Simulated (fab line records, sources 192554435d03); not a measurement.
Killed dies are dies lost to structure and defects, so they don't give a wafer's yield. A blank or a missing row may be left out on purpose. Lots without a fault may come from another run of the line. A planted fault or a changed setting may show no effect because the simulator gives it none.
fab line records | flow n5_finfet
record lots=11 wafers=26 last_day=17
route steps=1938 shown SPACER0@260 BEOL_M4@1094 BEOL_M5@1112 PASSIVATION@1936
lots that met no fault: from a run of the same line without faults
start_h: hours from the record's first day to the start of the lot's first wafer shown | wait_h: hours since the lot's step before | " the same as in the row above | L1.1+2: a row that stands for several wafers | - no value, or no start given | * or withheld: withheld | < > ~ a bound
route shown NAME@n: a module of which the file shows steps, and the number in the route of the first | usual: mean/standard deviation of fault-free wafers | same: alike in all rows | chamber/n: place in a boat | sites: the reading at each site | _std_site: their standard deviation | _edge_site: outer sites' mean less inner sites' | radius_mm: how far each site lies from the wafer's centre | mask NAME#n: copy n | behind: the tool/chamber that last shaped the wafer | hold: why the lot was held/for how many hours/how that ended | device: the transistor (n, p or np) that didn't switch | end of line: the same wafers' tests at the end of the route | a step without rows: its recipe alone | killed: dies lost to structure and defects at the first sort, not the wafer's yield | map: a wafer's dies, x killed, . not, _ none there
set.NAME: the setting as run; set.NAME@STEP: as run at that earlier step | model.NAME: the simulator's own value behind a step, which no gauge read
steps of the route over a sample of lots; a table a step, a row a wafer
services: from which hour (start_h, from the record's first day; less than 0 if before it) a tool's chamber was out of use, for how many hours, and why
## steps
# step N5_SPACER0_ALD_08
# recipe material=SiNx target_thk_a=20 temp_c=400 ald_precursor_family=SiH2I2 ald_co_reactant=N2/H2-plasma pressure_torr=2
# usual heater_power_w=860/95
# columns lot.wafer tool chamber start_h wait_h heater_power_w
L122.1 ald_sin-04 0 53.43 0.1 751
L122.4 " 2 " " 906
L123.4 ald_sin-03 3 55.87 0.1 876
L123.6 " 3 " " 875
L124.2 ald_sin-04 0 61.55 0.1 776
L124.5 " 1 " " 707
L125.4 ald_sin-03 0 66.64 0.1 955
L125.5 " 3 " " 887
L125.6 " 2 " " 945
L127.2 ald_sin-04 1 79.05 0.1 729
L127.3 " 2 " " 873
L127.6 " 2 " " 868
L128.2 ald_sin-04 1 83.54 0.1 728
L128.3 " 3 " " 847
L128.6 " 1 " " 718
L132.3 ald_sin-04 3 114.49 0.1 863
L132.6 " 0 " " 759
L135.5 ald_sin-04 0 132.70 0.1 762
L135.6 " 3 " " 877
L138.4 ald_sin-03 2 153.49 0.1 892
L138.5 " 1 " " 703
L142.2 ald_sin-02 2 168.56 0.1 1027
L142.3 " 1 " " 732
L142.5 " 2 " " 1007
L144.5 ald_sin-02 2 179.16 0.1 1029
L144.6 " 1 " " 775
# step N5_BEOL_M4_SPUTTER_90
# recipe material=Cu target_thk_a=45 temp_c=-20 chamber_pressure_pa=0.07 power_w=withheld time_s=8.29
# usual chamber_pressure_pa=0.07/0.00016 throttle_valve_pct=29.9/0.9
# same time_s=8.29
# columns lot.wafer tool chamber start_h wait_h chamber_pressure_pa throttle_valve_pct
L123.4 pvd_sputter-03 - 161.97 0.0 0.07013 31.5
L123.6 " - " " 0.06993 29.5
L122.1 pvd_sputter-02 - 164.86 0.1 0.07004 31.1
L122.4 " - " " 0.07008 29.6
L124.2 pvd_sputter-03 - 176.69 0.1 0.06994 31.7
L124.5 " - " " 0.07022 28.9
L125.4 pvd_sputter-03 - 180.43 0.1 0.06979 30.4
L125.5 " - " " 0.07017 31.7
L125.6 " - " " 0.06999 29.0
L127.2 pvd_sputter-01 - 190.81 0.1 0.06972 28.9
L127.3 " - " " 0.06999 30.4
L127.6 " - " " 0.06967 29.5
L128.2 pvd_sputter-01 - 197.93 0.1 0.07003 30.3
L128.3 " - " " 0.0699 30.0
L128.6 " - " " 0.07019 30.2
L132.3 pvd_sputter-01 - 227.47 0.1 0.07003 28.2
L132.6 " - " " 0.07015 29.3
L135.5 pvd_sputter-01 - 241.18 0.0 0.0701 29.9
L135.6 " - " " 0.07001 28.3
L138.4 pvd_sputter-02 - 269.97 0.1 0.07002 29.1
L138.5 " - " " 0.06994 30.0
L142.2 pvd_sputter-03 - 274.49 0.1 0.06986 29.2
L142.3 " - " " 0.06986 30.2
L142.5 " - " " 0.0698 30.6
L144.5 pvd_sputter-03 - 299.03 0.0 0.06997 31.9
L144.6 " - " " 0.07016 28.8
# step N5_BEOL_M4_SPUTTER_94
# recipe material=Cu target_thk_a=45 temp_c=-20 chamber_pressure_pa=0.07 power_w=withheld time_s=8.29
# usual chamber_pressure_pa=0.07001/0.00013 throttle_valve_pct=29.9/0.88
# same time_s=8.29
# columns lot.wafer tool chamber start_h wait_h chamber_pressure_pa throttle_valve_pct
L123.4 pvd_sputter-03 - 162.41 0.0 0.06987 31.6
L123.6 " - " " 0.07037 29.1
L122.1 pvd_sputter-02 - 165.30 0.1 0.07011 31.0
L122.4 " - " " 0.07008 29.4
L124.2 pvd_sputter-03 - 177.13 0.1 0.07 31.6
L124.5 " - " " 0.07008 29.1
L125.4 pvd_sputter-03 - 180.87 0.1 0.07007 30.1
L125.5 " - " " 0.06973 31.8
L125.6 " - " " 0.07019 29.3
L127.2 pvd_sputter-01 - 191.25 0.1 0.06994 29.1
L127.3 " - " " 0.07012 30.2
L127.6 " - " " 0.06978 29.3
L128.2 pvd_sputter-01 - 198.37 0.1 0.07006 30.2
L128.3 " - " " 0.0697 30.0
L128.6 " - " " 0.06961 30.0
L132.3 pvd_sputter-01 - 227.91 0.1 0.06993 28.2
L132.6 " - " " 0.06992 29.2
L135.5 pvd_sputter-01 - 241.62 0.0 0.06994 30.0
L135.6 " - " " 0.06986 28.2
L138.4 pvd_sputter-02 - 270.41 0.1 0.07001 29.6
L138.5 " - " " 0.07016 30.2
L142.2 pvd_sputter-03 - 274.93 0.1 0.06997 29.4
L142.3 " - " " 0.06984 30.2
L142.5 " - " " 0.06999 30.1
L144.5 pvd_sputter-03 - 299.47 0.0 0.06993 31.4
L144.6 " - " " 0.07001 29.3
# step N5_BEOL_M4_RC_MEAS_101
# usual DIBL_N=36.0/2 DIBL_P=35.9/2.5 IOFF_N=0.16/0.038 IOFF_N_85C=3.1/0.62 IOFF_P=0.21/0.04 IOFF_P_85C=3.6/0.57 IOFF_P_LIN=0.099/0.014 ION_N=675/14 ION_P=462/9.4 REXT_N=75.3/1.6 REXT_P=100.7/2.4 SS_N=71.5/0.75 SS_P=73.2/0.74 VT_N=250/3.9 VT_P=-251/3.2 VT_P_LVT=-99/3.1
# columns lot.wafer tool chamber start_h wait_h DIBL_N[mV/V] DIBL_P[mV/V] IOFF_N[nA/um] IOFF_N_85C[nA/um] IOFF_P[nA/um] IOFF_P_85C[nA/um] IOFF_P_LIN[nA/um] ION_N[uA/um] ION_P[uA/um] REXT_N[ohm.um] REXT_P[ohm.um] SS_N[mV/dec] SS_P[mV/dec] VT_N[mV] VT_P[mV] VT_P_LVT[mV]
L123.4 prober-01 0 164.16 0.5 35.2 35.1 0.17 3.4 0.22 3.8 0.107 691 472 75.7 101.3 70.9 73.1 244 -245 -96
L123.6 " 0 " " 36.8 35.2 0.21 3.9 0.22 3.9 0.108 694 466 74.3 101.4 71.7 73.5 242 -246 -95
L122.1 prober-01 0 166.62 0.0 37.7 35.8 0.20 3.8 0.20 3.5 0.096 667 455 75.6 103.1 72.2 72.8 249 -252 -98
L122.4 " 0 " " 36.3 33.6 0.16 3.1 0.16 2.9 0.083 675 452 75.3 105.0 71.1 72.4 250 -255 -101
L124.2 prober-01 0 178.60 0.2 40.0 37.8 0.23 4.2 0.28 4.6 0.126 690 468 73.6 103.1 72.1 74.2 242 -246 -93
L124.5 " 0 " " 32.6 30.3 0.12 2.5 0.18 3.2 0.094 679 474 74.5 102.8 69.8 72.2 249 -251 -97
L125.4 prober-01 0 182.65 0.5 36.7 37.6 0.18 3.5 0.24 4.0 0.109 670 463 74.7 101.4 72.8 73.0 249 -249 -97
L125.5 " 0 " " 37.8 38.4 0.21 4.0 0.24 4.1 0.110 678 455 73.4 100.7 73.3 74.1 250 -249 -96
L125.6 " 0 " " 34.0 33.3 0.13 2.6 0.16 2.9 0.084 667 459 73.6 101.6 72.2 73.1 257 -254 -101
L127.2 prober-02 0 192.72 0.2 36.9 37.7 0.20 3.7 0.25 4.2 0.114 705 478 74.0 99.3 71.5 73.2 244 -246 -95
L127.3 " 0 " " 37.0 39.5 0.18 3.5 0.28 4.7 0.122 681 474 76.1 96.5 71.4 74.4 249 -249 -95
L127.6 " 0 " " 37.0 38.4 0.18 3.5 0.26 4.3 0.115 692 479 75.1 97.1 71.2 73.7 247 -248 -96
L128.2 prober-02 0 200.00 0.2 32.5 32.2 0.11 2.2 0.16 2.8 0.079 679 473 73.9 101.0 69.6 71.7 256 -251 -102
L128.3 " 0 " " 35.9 35.1 0.15 2.9 0.19 3.2 0.090 676 460 73.6 105.0 70.2 73.4 251 -251 -101
L128.6 " 0 " " 35.7 35.0 0.15 2.9 0.18 3.2 0.089 675 464 72.6 101.7 70.1 72.7 251 -249 -100
L132.3 prober-02 0 229.54 0.3 35.7 36.2 0.15 3.0 0.21 3.6 0.094 659 460 74.6 99.9 71.7 73.8 252 -251 -97
L132.6 " 0 " " 40.9 40.8 0.27 4.9 0.31 5.1 0.137 701 478 67.5 92.7 71.9 73.4 240 -244 -89
L135.5 prober-01 0 243.52 0.6 39.9 38.0 0.26 4.7 0.29 4.8 0.132 698 478 68.6 94.0 73.5 73.6 242 -242 -94
L135.6 " 0 " " 39.9 41.1 0.25 4.6 0.37 5.8 0.155 693 480 70.3 95.0 72.0 74.2 243 -237 -90
L138.4 prober-01 0 272.49 0.5 34.9 34.7 0.13 2.6 0.18 3.2 0.088 658 448 74.0 100.9 72.0 73.1 254 -253 -100
L138.5 " 0 " " 39.8 40.8 0.25 4.5 0.29 4.7 0.122 683 465 73.9 100.7 72.4 74.8 242 -246 -94
L142.2 prober-01 0 276.71 0.2 36.8 37.8 0.16 3.1 0.21 3.6 0.098 685 465 75.1 99.8 71.4 73.6 250 -248 -100
L142.3 " 0 " " 31.9 32.6 0.09 2.0 0.15 2.8 0.080 660 463 74.6 96.4 70.5 71.4 258 -256 -103
L142.5 " 0 " " 35.9 36.6 0.15 2.9 0.20 3.5 0.097 676 468 75.1 99.5 71.2 72.9 251 -251 -101
L144.5 prober-01 0 301.39 0.6 34.7 35.0 0.12 2.4 0.17 3.2 0.088 664 460 79.1 105.6 71.2 72.7 254 -253 -103
L144.6 " 0 " " 33.0 31.9 0.11 2.2 0.15 2.8 0.080 663 464 75.6 103.2 70.9 71.9 258 -256 -104
# step N5_BEOL_M5_ILD_DEP_00
# recipe material=SiCOH_lowk target_thk_a=1406.4 temp_c=300 precursor=DEMS/porogen pressure_torr=5 rf_w=500 time_s=25.9
# usual heater_power_w=299/63 showerhead_plenum_p_Torr=5.739/0.014 throttle_valve_pct=13.9/0.7
# same time_s=25.9
# columns lot.wafer tool chamber start_h wait_h heater_power_w showerhead_plenum_p_Torr throttle_valve_pct
L123.4 pecvd-04 2 164.68 0.4 357 5.769 14.9
L123.6 " 0 " " 350 5.736 14.6
L122.1 pecvd-02 2 167.58 0.8 311 5.730 13.7
L122.4 " 2 " " 318 5.706 13.6
L124.2 pecvd-03 1 179.41 0.7 245 5.751 14.3
L124.5 " 2 " " 245 5.717 12.8
L125.4 pecvd-03 1 183.17 0.4 265 5.740 14.1
L125.5 " 2 " " 253 5.729 12.8
L125.6 " 0 " " 268 5.741 13.4
L127.2 pecvd-03 1 193.53 0.7 215 5.746 13.9
L127.3 " 0 " " 259 5.739 13.5
L127.6 " 2 " " 262 5.718 12.8
L128.2 pecvd-04 2 200.81 0.7 357 5.769 14.9
L128.3 " 0 " " 347 5.731 14.6
L128.6 " 2 " " 370 5.774 14.7
L132.3 pecvd-02 0 230.20 0.5 460 5.740 14.8
L132.6 " 1 " " 265 5.737 14.7
L135.5 pecvd-02 0 243.89 0.2 440 5.759 15.2
L135.6 " 2 " " 362 5.710 13.6
L138.4 pecvd-02 1 273.01 0.4 301 5.733 14.4
L138.5 " 0 " " 469 5.745 15.0
L142.2 pecvd-03 1 277.52 0.7 251 5.730 13.9
L142.3 " 2 " " 234 5.735 13.2
L142.5 " 2 " " 237 5.722 12.9
L144.5 pecvd-03 0 301.75 0.2 283 5.734 13.7
L144.6 " 2 " " 261 5.736 12.8
# step N5_PASSIVATION_PROBE_49
# usual defect_limited_yield=91.3/1.5 killed_at_M0_to_M3=33/12 killed_at_M4_up=15/5.2 killed_at_contacts=12/5.1 killed_at_front_end=39/11 killed_at_other=5/3.6 killed_dies=103/18 killed_open=67/13 killed_short=33/7.8 sort_bin_4_leakage=0/0 sort_bin_5_function=5.1/0.96 sort_bin_6_memory=3.2/0.71 sort_bin_8_speed=0.01/0.063 sort_n_pass=1077/18
# same gross_dies=1180 killed_at_back_side=0
# columns lot.wafer tool chamber start_h wait_h defect_limited_yield[%] killed_at_M0_to_M3 killed_at_M4_up killed_at_contacts killed_at_front_end killed_at_other killed_dies killed_open killed_short sort_bin_4_leakage[%] sort_bin_5_function[%] sort_bin_6_memory[%] sort_bin_8_speed[%] sort_n_pass
L123.4 prober-02 - 254.26 0.2 90.4 32 19 6 49 7 113 73 38 0 6.3 2.9 0 1067
L123.6 prober-02 - 254.36 0.3 88.9 51 18 14 45 3 131 93 38 0 6.1 4.9 0 1049
L122.1 prober-02 - 261.21 0.0 91.9 32 16 17 31 0 96 64 32 0 4.6 3.3 0 1084
L122.4 prober-02 - 261.36 0.2 88.2 47 10 14 63 5 139 84 47 0 6.9 3.8 0 1041
L125.4 prober-02 - 278.62 0.2 90.9 43 14 13 31 6 107 81 24 0 4.7 4.2 0 1073
L125.5 prober-02 - 278.67 0.2 90.3 43 13 14 39 5 114 72 32 0 4.5 4.2 0 1066
L125.6 prober-02 - 278.72 0.3 89.8 47 24 7 35 7 120 81 38 0 6.5 3.5 0 1060
L124.2 prober-01 - 278.74 0.1 92.8 12 17 20 35 1 85 54 23 0 4.1 2.3 0 1095
L124.5 prober-01 - 278.89 0.2 92.3 28 15 18 26 4 91 69 20 0 3.4 4.1 0 1089
L127.2 prober-01 - 286.51 0.1 89.1 46 16 10 45 12 129 73 56 0 6.2 4.2 0 1051
L127.3 prober-01 - 286.56 0.1 89.3 50 12 17 43 4 126 98 28 0 5.7 4.6 0 1054
L127.6 prober-01 - 286.71 0.3 91.7 37 14 7 34 6 98 63 35 0 4.9 3.2 0 1082
L128.2 prober-02 - 297.90 0.1 92.3 18 14 11 37 11 91 68 22 0 5.2 2.5 0 1089
L128.3 prober-02 - 297.95 0.1 89.3 49 21 19 31 6 126 97 29 0 6.7 3.6 0 1054
L128.6 prober-02 - 298.10 0.3 91.8 19 15 18 28 17 97 57 40 0 4.8 3.1 0 1083
L132.3 prober-02 - 328.00 0.1 92.8 36 23 3 16 7 85 45 35 0 4.9 2.0 0 1095
L132.6 prober-02 - 328.15 0.3 91.3 35 16 6 43 3 103 63 40 0.08 5.5 3.2 0 1076
L135.5 prober-02 - 348.99 0.2 88.9 22 15 7 74 13 131 62 45 0 5.0 3.5 0 1049
L135.6 prober-02 - 349.04 0.3 90.8 24 16 10 57 2 109 66 38 0.17 5.4 3.0 0 1069
L138.4 prober-02 - 378.26 0.2 94.3 21 15 6 22 3 67 43 20 0 3.4 1.9 0.17 1113
L138.5 prober-02 - 378.31 0.2 93.3 16 16 7 35 5 79 54 22 0 4.0 2.4 0 1101
L142.2 prober-02 - 379.38 0.1 89.8 41 21 15 41 2 120 70 35 0 5.3 3.7 0 1060
L142.3 prober-02 - 379.43 0.1 92.2 23 18 14 36 1 92 59 24 0 4.0 3.0 0 1088
L142.5 prober-02 - 379.53 0.2 90.8 21 21 15 48 3 108 70 29 0 5.2 3.1 0 1072
L144.5 prober-01 - 401.07 0.2 91.7 27 14 6 43 8 98 60 36 0 5.2 3.1 0 1082
L144.6 prober-01 - 401.12 0.3 88.9 46 10 18 47 10 131 87 38 0 6.5 4.2 0 1049
# killed by level:class
L123.4 FIN_SAQP:geometric_particle:open=19 FIN_SAQP:geometric_particle:short=18 BEOL_M5:geometric_particle:open=9 BEOL_M2:geometric_particle:open=7 BEOL_M3:geometric_particle:open=6 MOL_CONTACT_COAG:geometric_particle:open=5 BEOL_M1:geometric_particle:open=5 STI_FIN_REVEAL:geometric_particle:open=4
L123.6 FIN_SAQP:geometric_particle:open=14 BEOL_M0_SAQP:geometric_particle:open=14 BEOL_M2:geometric_particle:open=13 MOL_CONTACT_COAG:geometric_particle:open=10 BEOL_M3:geometric_particle:open=10 BEOL_M0_SAQP:geometric_particle:short=9 FIN_SAQP:geometric_particle:short=8 BEOL_M5:geometric_particle:open=8
L122.1 MOL_CONTACT_COAG:geometric_particle:open=14 BEOL_M2:geometric_particle:open=9 BEOL_M3:geometric_particle:open=8 FIN_SAQP:geometric_particle:open=6 DUMMY_GATE:geometric_particle:open=6 FIN_SAQP:geometric_particle:short=5 BEOL_M0_SAQP:geometric_particle:short=4 BEOL_M5:geometric_particle:open=4
L122.4 STI_FIN_REVEAL:geometric_particle:open=14 MOL_CONTACT_COAG:geometric_particle:open=11 BEOL_M2:geometric_particle:open=10 BEOL_M0_SAQP:geometric_particle:short=9 HKMG_FIN:area_etch=8 DUMMY_GATE:geometric_particle:open=7 BEOL_M3:geometric_particle:open=7 BEOL_M3:geometric_particle:short=7
L125.4 BEOL_M0_SAQP:geometric_particle:open=13 FIN_SAQP:geometric_particle:open=10 MOL_CONTACT_COAG:geometric_particle:open=9 BEOL_M4:geometric_particle:open=9 BEOL_M2:geometric_particle:open=7 BEOL_M3:geometric_particle:open=7 DUMMY_GATE:geometric_particle:open=6 BEOL_M0_SAQP:geometric_particle:short=6
L125.5 BEOL_M0_SAQP:geometric_particle:short=13 BEOL_M0_SAQP:geometric_particle:open=13 MOL_CONTACT_COAG:geometric_particle:open=10 HKMG_FIN:area_etch=8 DUMMY_GATE:geometric_particle:open=7 BEOL_M3:geometric_particle:open=7 STI_FIN_REVEAL:geometric_particle:open=6 BEOL_M0:geometric_particle:open=5
L125.6 BEOL_M0_SAQP:geometric_particle:open=14 BEOL_M4:geometric_particle:open=12 BEOL_M3:geometric_particle:open=9 BEOL_M4:geometric_particle:short=7 DUMMY_GATE:geometric_particle:open=6 MOL_CONTACT_COAG:geometric_particle:open=6 FIN_SAQP:geometric_particle:open=5 FIN_SAQP:geometric_particle:short=5
L124.2 MOL_CONTACT_COAG:geometric_particle:open=14 BEOL_M4:geometric_particle:open=8 HKMG_FIN:area_etch=8 STI_FIN_REVEAL:geometric_particle:open=6 MOL_CONTACT_COAG:geometric_particle:short=6 FIN_SAQP:geometric_particle:open=5 GATE_CUT:geometric_particle:open=5 BEOL_M0_SAQP:geometric_particle:short=4
L124.5 MOL_CONTACT_COAG:geometric_particle:open=16 STI_FIN_REVEAL:geometric_particle:open=9 BEOL_M2:geometric_particle:open=9 BEOL_M3:geometric_particle:short=5 FIN_SAQP:geometric_particle:open=4 STI_FIN_REVEAL:geometric_particle:short=4 BEOL_M3:geometric_particle:open=4 BEOL_M4:geometric_particle:open=4
L127.2 BEOL_M0_SAQP:geometric_particle:short=14 GATE_CUT:geometric_particle:short=11 BEOL_M0_SAQP:geometric_particle:open=10 GATE_CUT:geometric_particle:open=9 MOL_CONTACT_COAG:geometric_particle:open=7 STI_FIN_REVEAL:geometric_particle:open=6 BEOL_M2:geometric_particle:open=6 BEOL_M3:geometric_particle:open=6
L127.3 MOL_CONTACT_COAG:geometric_particle:open=16 STI_FIN_REVEAL:geometric_particle:open=15 BEOL_M2:geometric_particle:open=15 BEOL_M1:geometric_particle:open=10 FIN_SAQP:geometric_particle:open=8 BEOL_M3:geometric_particle:open=6 BEOL_M0_SAQP:geometric_particle:open=5 STI_FIN_REVEAL:geometric_particle:short=4
L127.6 BEOL_M0_SAQP:geometric_particle:short=9 STI_FIN_REVEAL:geometric_particle:open=8 MOL_CONTACT_COAG:geometric_particle:open=7 FIN_SAQP:geometric_particle:open=6 BEOL_M1:geometric_particle:open=6 BEOL_M2:geometric_particle:open=6 BEOL_M3:geometric_particle:short=6 FIN_SAQP:geometric_particle:short=5
L128.2 MOL_CONTACT_COAG:geometric_particle:open=11 STI_FIN_REVEAL:geometric_particle:open=10 BEOL_M4:geometric_particle:open=6 BEOL_M5:geometric_particle:open=5 STARTING-WAFER:geometric_particle:open=5 BEOL_M1:geometric_particle:open=4 ILD0:geometric_particle:open=4 GATE_CUT:geometric_particle:short=4
L128.3 MOL_CONTACT_COAG:geometric_particle:open=17 BEOL_M1:geometric_particle:open=17 BEOL_M4:geometric_particle:open=13 BEOL_M3:geometric_particle:open=10 GATE_CUT:geometric_particle:short=7 FIN_SAQP:geometric_particle:open=6 GATE_CUT:geometric_particle:open=6 BEOL_M2:geometric_particle:open=6
L128.6 MOL_CONTACT_COAG:geometric_particle:open=10 MOL_CONTACT_COAG:geometric_particle:short=8 BEOL_M4:geometric_particle:open=7 FIN_SAQP:geometric_particle:open=6 BEOL_M3:geometric_particle:open=6 PASS1_CAP:geometric_particle:open=5 FIN_SAQP:geometric_particle:short=4 BEOL_M0_SAQP:geometric_particle:short=4
L132.3 BEOL_M0_SAQP:geometric_particle:short=14 BEOL_M0_SAQP:geometric_particle:open=8 BEOL_M2:geometric_particle:open=7 BEOL_M4:geometric_particle:open=6 BEOL_M5:geometric_particle:short=4 PAD_METAL:geometric_particle:open=4 STARTING-WAFER:geometric_particle:short=4 MOL_CONTACT_COAG:geometric_particle:open=3
L132.6 BEOL_M0_SAQP:geometric_particle:short=11 DUMMY_GATE:geometric_particle:open=10 BEOL_M4:geometric_particle:open=9 STI_FIN_REVEAL:geometric_particle:open=7 MOL_CONTACT_COAG:geometric_particle:open=6 BEOL_M1:geometric_particle:open=6 BEOL_M2:geometric_particle:open=6 FIN_SAQP:geometric_particle:open=5
L135.5 HKMG_FIN:area_etch=24 FIN_SAQP:geometric_particle:open=10 FIN_SAQP:geometric_particle:short=10 STI_FIN_REVEAL:geometric_particle:open=9 GATE_CUT:geometric_particle:short=9 BEOL_M4:geometric_particle:open=9 BEOL_M1:geometric_particle:open=7 DUMMY_GATE:geometric_particle:open=5
L135.6 STI_FIN_REVEAL:geometric_particle:open=17 GATE_CUT:geometric_particle:short=10 MOL_CONTACT_COAG:geometric_particle:open=10 FIN_SAQP:geometric_particle:short=9 FIN_SAQP:geometric_particle:open=7 BEOL_M0_SAQP:geometric_particle:open=7 BEOL_M0_SAQP:geometric_particle:short=7 BEOL_M4:geometric_particle:open=7
L138.4 STI_FIN_REVEAL:geometric_particle:open=5 MOL_CONTACT_COAG:geometric_particle:open=5 BEOL_M1:geometric_particle:open=5 GATE_CUT:geometric_particle:open=4 BEOL_M0_SAQP:geometric_particle:open=4 BEOL_M0_SAQP:geometric_particle:short=4 GATE_CUT:geometric_particle:short=3 BEOL_M1:geometric_particle:short=3
L138.5 GATE_CUT:geometric_particle:open=9 FIN_SAQP:geometric_particle:open=6 GATE_CUT:geometric_particle:short=6 STI_FIN_REVEAL:geometric_particle:open=5 MOL_CONTACT_COAG:geometric_particle:open=5 BEOL_M3:geometric_particle:open=5 BEOL_M4:geometric_particle:open=4 BEOL_M7:geometric_particle:open=4
L142.2 GATE_CUT:geometric_particle:short=9 MOL_CONTACT_COAG:geometric_particle:open=9 BEOL_M1:geometric_particle:open=9 HKMG_FIN:area_etch=8 BEOL_M0_SAQP:geometric_particle:open=7 BEOL_M3:geometric_particle:open=7 BEOL_M0_SAQP:geometric_particle:short=6 BEOL_M2:geometric_particle:open=6
L142.3 MOL_CONTACT_COAG:geometric_particle:open=13 HKMG_FIN:area_etch=9 BEOL_M4:geometric_particle:open=8 GATE_CUT:geometric_particle:short=7 BEOL_M0_SAQP:geometric_particle:open=7 GATE_CUT:geometric_particle:open=5 BEOL_M1:geometric_particle:open=4 BEOL_M3:geometric_particle:open=4
L142.5 MOL_CONTACT_COAG:geometric_particle:open=12 FIN_SAQP:geometric_particle:open=9 GATE_CUT:geometric_particle:short=9 HKMG_FIN:area_etch=8 BEOL_M4:geometric_particle:open=7 DUMMY_GATE:geometric_particle:open=5 BEOL_M1:geometric_particle:open=5 BEOL_M0_SAQP:geometric_particle:open=4
L144.5 STI_FIN_REVEAL:geometric_particle:open=10 FIN_SAQP:geometric_particle:short=8 BEOL_M0_SAQP:geometric_particle:open=7 MOL_CONTACT_COAG:geometric_particle:open=6 BEOL_M3:geometric_particle:open=6 FIN_SAQP:geometric_particle:open=5 BEOL_M2:geometric_particle:open=5 STARTING-WAFER:geometric_particle:short=5
L144.6 BEOL_M2:geometric_particle:open=14 MOL_CONTACT_COAG:geometric_particle:open=13 STI_FIN_REVEAL:geometric_particle:open=11 BEOL_M1:geometric_particle:open=7 FIN_SAQP:geometric_particle:open=6 ILD0:geometric_particle:short=6 BEOL_M0_SAQP:geometric_particle:short=6 BEOL_M3:geometric_particle:open=6
## services
# columns tool chamber start_h hours kind
pvd_sputter-03 - 31.55 0.9 repair
pecvd-04 1 58.50 9.0 repair
pvd_sputter-03 - 67.08 2.5 repair
ald_sin-02 2 76.14 7.5 repair
pecvd-03 - 76.86 1.5 repair
ald_sin-03 - 85.25 14.0 pm
ald_sin-03 - 161.72 6.1 pm
pvd_sputter-02 - 166.21 1.9 repair
ald_sin-04 - 176.75 14.0 pm
ald_sin-04 0 176.75 14.0 vent_cycle
ald_sin-04 1 176.75 14.0 vent_cycle
ald_sin-04 2 176.75 14.0 vent_cycle
ald_sin-04 3 176.75 14.0 vent_cycle
pvd_sputter-03 - 186.93 2.6 repair
ald_sin-04 - 195.90 14.6 pm
ald_sin-03 0 197.94 3.1 repair
pecvd-02 - 199.08 14.6 pm
ald_sin-03 - 228.96 28.1 pm
pecvd-03 - 250.52 2.8 pm
ald_sin-02 - 268.25 14.0 pm
ald_sin-04 3 271.19 7.5 repair
ald_sin-03 0 279.01 15.9 repair
pecvd-04 - 299.98 0.4 repair
pvd_sputter-01 - 301.73 2.1 repair
## key
first_sign step=N5_BEOL_M4_RC_MEAS_101 reading=REXT_N direction=down sigmas=4.1 usual=75.3 struck=68.8
effect step=N5_BEOL_M4_RC_MEAS_101 reading=VT_P direction=up sigmas=3 usual=-251 struck=-241
effect step=N5_BEOL_M4_RC_MEAS_101 reading=IOFF_P_LIN direction=up sigmas=3 usual=0.099 struck=0.141
effect step=N5_BEOL_M4_RC_MEAS_101 reading=IOFF_P direction=up sigmas=2.9 usual=0.21 struck=0.32
effect step=N5_BEOL_M4_RC_MEAS_101 reading=IOFF_P_85C direction=up sigmas=2.9 usual=3.6 struck=5.2
effect step=N5_BEOL_M4_RC_MEAS_101 reading=REXT_P direction=down sigmas=2.8 usual=100.7 struck=93.9
effect step=N5_BEOL_M4_RC_MEAS_101 reading=IOFF_N direction=up sigmas=2.6 usual=0.16 struck=0.26
effect step=N5_BEOL_M4_RC_MEAS_101 reading=IOFF_N_85C direction=up sigmas=2.5 usual=3.1 struck=4.7
effect step=N5_BEOL_M4_RC_MEAS_101 reading=VT_P_LVT direction=up sigmas=2.5 usual=-99 struck=-91
effect step=N5_BEOL_M4_RC_MEAS_101 reading=DIBL_N direction=up sigmas=2.1 usual=36.0 struck=40.2 wafers_moved=2
effect step=N5_BEOL_M4_RC_MEAS_101 reading=VT_N direction=down sigmas=2.1 usual=250 struck=241
met_at N5_SPACER0_ALD_08
struck_lots L132,L135
struck_wafers L132.6,L135.5,L135.6
baseline_loss step=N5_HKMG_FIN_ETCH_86 wafers=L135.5
not_acting_at N5_BEOL_M4_SPUTTER_90,N5_BEOL_M4_SPUTTER_94,N5_BEOL_M5_ILD_DEP_00
onset_between 83.54 114.49
fault kind=process_parameter_drift tool=ald_sin-04 chamber=- onset_h=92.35 steps=N5_SPACER0_ALD_08 channel=target_thk_a offset=* shape=step end_h=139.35 scope=struck_wafers_only acts_in=* stated=*
# baseline_loss: these wafers lose ten dies or more at that step, a loss of the line's own and not of a fault; the sort's usual values leave them out
